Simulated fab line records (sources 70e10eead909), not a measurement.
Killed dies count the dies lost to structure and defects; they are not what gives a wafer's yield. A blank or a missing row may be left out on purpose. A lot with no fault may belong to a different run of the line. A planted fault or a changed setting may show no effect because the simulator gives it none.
Which tool did it? || flow nand_harc || 7 lots, 21 wafers sampled, at 1 step of a route of 1302

WHAT THE GAUGES READ, wafer by wafer
NHARC_P_ZERO_WELL_CD_MEAS_24 targets a cd of 720 nm.
{"lot": "L811", "measured": "day 2 08:38", "on": "cd_sem-03", "cd_nm (nm)": "720.5 719.3 718.9"}
{"lot": "L816", "measured": "day 4 10:38", "on": "cd_sem-02", "cd_nm (nm)": "720.9 721.7 721.7"}
{"lot": "L823", "measured": "day 7 08:28", "on": "cd_sem-01", "cd_nm (nm)": "719.3 720.3 718.7"}
{"lot": "L825", "measured": "day 8 04:59", "on": "cd_sem-03", "cd_nm (nm)": "719.1 718.3 718.7"}
{"lot": "L828", "measured": "day 9 10:34", "on": "cd_sem-02", "cd_nm (nm)": "723.2 722.0 722.2"}
{"lot": "L831", "measured": "day 10 16:34", "on": "cd_sem-03", "cd_nm (nm)": "720.0 719.3 720.6"}
{"lot": "L833", "measured": "day 11 12:53", "on": "cd_sem-03", "cd_nm (nm)": "720.3 720.8 720.4"}

TOOL THAT RAN EACH LOT (tool first, then ch and the chambers of the sampled wafers, then the start)
Before these readings, the record contains no process step.

THE ANSWER, worked out from the rows above alone
Rule: the lots themselves supply what counts as usual. Put in order of their means at a reading, lots are off if they are a third of the lots or fewer, leave a main group of 4 or more, and stand apart from it by a gap of 3 or more times the standard deviation of the main group's means; of several such gaps the widest counts. The tables above print the reading to a certain number of digits; a main group whose means all agree to those digits is not used. A lot without any number at a reading at which 4 lots or more have one is off too. Where the step has rows for the other lots, those lots are counted as sound.
No lot is off on any of the readings shown, so nothing can be concluded from this.

WHAT WAS PUT IN BY THE SIMULATOR
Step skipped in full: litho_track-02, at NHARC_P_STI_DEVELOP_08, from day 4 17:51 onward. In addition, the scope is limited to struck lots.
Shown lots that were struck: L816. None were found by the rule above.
